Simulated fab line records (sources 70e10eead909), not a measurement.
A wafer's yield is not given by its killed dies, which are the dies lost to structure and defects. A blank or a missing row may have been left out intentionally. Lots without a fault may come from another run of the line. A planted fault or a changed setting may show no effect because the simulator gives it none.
Chamber matching -- flow nand_harc -- pecvd-04 running NHARC_A_SLIT_DEP_25: 3 sister chambers
The step deposits SiO2, target thk 200 nm. 16 wafers are shown with their chamber, then 8 later ones without.

== EACH WAFER AND ITS CHAMBER ==
wafer,chamber,heater_power_w (W),throttle_valve_pct (%),rf_fwd_power_W (W)
L076.2,0,619,15.2,899.2
L076.4,1,726,15.5,896.4
L076.6,0,650,14.8,899.4
L078.2,2,529,15.8,902.5
L078.4,0,592,15.0,895.4
L078.5,1,699,15.7,898.0
L081.1,1,608,15.9,898.3
L081.3,2,529,16.2,902.0
L081.5,0,604,15.0,900.2
L084.3,0,651,15.3,891.9
L084.4,1,736,15.9,899.4
L084.6,2,498,16.2,898.8
L087.2,0,632,14.6,902.0
L087.3,2,510,15.5,899.0
L087.5,2,526,15.5,898.6
L090.2,1,637,15.4,903.6

SIGNATURES (means of the wafers above)
reading,chamber 0,chamber 1,chamber 2,scatter within a chamber
heater_power_w,624.67,681.20,518.40,35.4
throttle_valve_pct,14.983,15.680,15.840,0.281
rf_fwd_power_W,898.017,899.140,900.180,2.94
Rule: a wafer lies at a distance from a chamber equal to the root of the sum of squares, over the readings, of (its reading less the chamber's mean, divided by the reading's scatter). If the next closest chamber is less than 2 further off than the closest, the wafer can't be placed; otherwise it belongs to the closest. How the scatter is found: for the shown wafers, subtract from each reading the mean of its chamber, square and add these, divide the total by (wafers less chambers), then take the root.

== WAFERS WHOSE CHAMBER IS MISSING ==
wafer,heater_power_w (W),throttle_valve_pct (%),rf_fwd_power_W (W)
L090.5,634,15.8,901.4
L090.6,400,15.7,903.6
L095.1,429,15.3,895.5
L095.3,571,14.8,894.5
L095.4,740,15.8,899.8
L097.2,557,15.8,898.8
L097.4,415,15.5,896.4
L097.5,583,14.9,894.5

== THE CHAMBER EACH PASSED THROUGH ==
wafer,from the rows above,in truth
L090.5,can't be placed: 1 or 0 or 2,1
L090.6,2,2
L095.1,2,2
L095.3,0,0
L095.4,1,1
L097.2,2,2
L097.4,2,2
L097.5,0,0
Correct placement for 7 of the 8. Unplaceable from these rows: 1, with the true chamber sitting among the candidates in 1. Wrongly placed: 0.
